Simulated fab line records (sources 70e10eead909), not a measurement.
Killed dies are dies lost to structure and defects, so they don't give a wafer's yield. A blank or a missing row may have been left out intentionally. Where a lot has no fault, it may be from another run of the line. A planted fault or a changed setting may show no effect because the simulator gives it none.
Matching of chambers || flow nandHarc || 4 sister chambers for NHARC_A_CHANNEL_FILL_D2_ALD_02 on aldHk-02
The step deposits SiO2, target thk 6 nm, pulse time 10 s, ald cycles 60. 4 wafers are shown with their chamber, then 9 later ones without.

## WAFERS WITH THEIR CHAMBER
{"wafer": "L087.3", "chamber": 3, "heaterPowerW (W)": 484}
{"wafer": "L089.1", "chamber": 0, "heaterPowerW (W)": 372}
{"wafer": "L089.2", "chamber": 2, "heaterPowerW (W)": 485}
{"wafer": "L089.4", "chamber": 1, "heaterPowerW (W)": 464}

## WAFERS WITHOUT THEIR CHAMBER
{"wafer": "L089.3", "heaterPowerW (W)": 473}
{"wafer": "L089.5", "heaterPowerW (W)": 473}
{"wafer": "L089.6", "heaterPowerW (W)": 487}
{"wafer": "L088.3", "heaterPowerW (W)": 465}
{"wafer": "L088.4", "heaterPowerW (W)": 475}
{"wafer": "L088.6", "heaterPowerW (W)": 485}
{"wafer": "L097.2", "heaterPowerW (W)": 400}
{"wafer": "L097.3", "heaterPowerW (W)": 463}
{"wafer": "L097.4", "heaterPowerW (W)": 454}

## THE CHAMBER EACH PASSED THROUGH
{"wafer": "L089.3", "from the rows above": "can't be placed: 1 or 3 or 2", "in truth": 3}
{"wafer": "L089.5", "from the rows above": "can't be placed: 1 or 3 or 2", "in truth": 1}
{"wafer": "L089.6", "from the rows above": "can't be placed: 2 or 3 or 1", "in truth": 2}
{"wafer": "L088.3", "from the rows above": "can't be placed: 1 or 3 or 2", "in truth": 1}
{"wafer": "L088.4", "from the rows above": "can't be placed: 3 or 2 or 1", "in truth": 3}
{"wafer": "L088.6", "from the rows above": "can't be placed: 2 or 3 or 1", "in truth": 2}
{"wafer": "L097.2", "from the rows above": 0, "in truth": 0}
{"wafer": "L097.3", "from the rows above": "can't be placed: 1 or 3 or 2", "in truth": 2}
{"wafer": "L097.4", "from the rows above": "can't be placed: 1 or 3 or 2", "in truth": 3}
Correctly placed: 1 of 9. Can't be placed from these rows: 8 (the true chamber is among the candidates in 8). Number placed wrongly: 0.
How it was worked out, from the rows above alone: a wafer's distance from a chamber is the root of the sum, over the readings, of the square of ((its reading less the chamber's mean) divided by the reading's scatter). If the next closest chamber is less than 2 further off than the closest, the wafer can't be placed; otherwise it belongs to the closest. For every chamber, the mean is computed from those of its wafers that are shown. The scatter (one wafer shown for each chamber): square how far every hidden wafer sits from the nearest shown wafer, average those squares and take the square root.
